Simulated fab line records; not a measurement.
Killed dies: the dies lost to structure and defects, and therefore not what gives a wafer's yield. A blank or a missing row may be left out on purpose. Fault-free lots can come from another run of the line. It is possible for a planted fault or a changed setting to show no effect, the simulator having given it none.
8D (eight disciplines) problem report, filled in by code    flow n5_finfet    the parts of the form that need people (team, actions taken, sign-off) are left out

1. PROBLEM STATEMENT
Mean of wafer_temp_C_max at N5_SD_ACTIVATION_LSA_01: 1132.8 across 6 wafers in 2 lots; on wafers with no fault it is 1085.6 (standard deviation 1.3). That puts it +36 standard deviations away from the usual mean.
The step: time 0.0008 s.
The first sign was on wafer L754.1 at day 6 14:13, on laser_anneal-01. The record has a number at this step for 38 wafers belonging to 13 lots. By rule, "out" or "out of limits" means more than 4 standard deviations away from the usual mean. All remaining wafers that have a number are taken as sound.

2. WHAT IT IS AND WHAT IT IS NOT
question                     is                      is not
which readings at this step  wafer_temp_C_max        -
which lots                   L754, L756              L742, L743, L744, L745, L746, L747, L748, L749, L752, L755, L765
which wafers of those lots   all that have a number  -
read on which tools          laser_anneal-01         laser_anneal-02
when                         from day 6 14:13        up to then (26 sound wafers); but 6 sound wafers of L755, L765 came after

3. SUSPECTS, AND WHAT RULES EACH OUT
Counting: any tool at a process step up to the reading is kept as a suspect provided that every lot that is out went through it and no sound lot did after the first of them.
- laser_anneal-01 at N5_SD_ACTIVATION_LSA_01 (time 0.0008 s): kept. All lots that are out passed through it, beginning with L754 at day 6 14:13, and no sound lot followed; its final sound lot before that point was L752 at day 6 00:37. On those wafers its own readings are out: wafer_temp_C_max.
Remaining after the count: laser_anneal-01 at N5_SD_ACTIVATION_LSA_01.

4. THE CAUSE (what the simulator had put in)
Process parameters drifting: laser_anneal-01 at N5_SD_ACTIVATION_LSA_01, beginning at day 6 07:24. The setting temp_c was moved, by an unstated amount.
The count eliminated every tool but this one.

5. THE EFFECT CHAIN, in route order
Each row: a reading whose mean over the struck wafers that have a number lies more than 3 standard deviations from the usual. Readings are gone through only where the record gives a usual standard deviation; hours: the median, over the lots, of the time from a lot's start at the first step in this table giving one to that lot's start at this step; sigmas: the change measured in usual standard deviations.
hours  step                     reading           usual   on struck wafers  change  sigmas
0      N5_SD_ACTIVATION_LSA_01  wafer_temp_C_max  1085.6  1132.8            +47.2   +36
Here are the process steps it includes:
- N5_SD_ACTIVATION_LSA_01: time 0.0008 s.
Later steps that measure or inspect, where all struck wafers having a row at the step show a number for every such reading and not one has moved that far: N5_ILD0_INSPECT_06.

6. HOW IT WOULD HAVE BEEN CAUGHT EARLIER
The fault began at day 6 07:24; the first out-of-limits reading in this record came at day 6 14:13, 7 hours later.
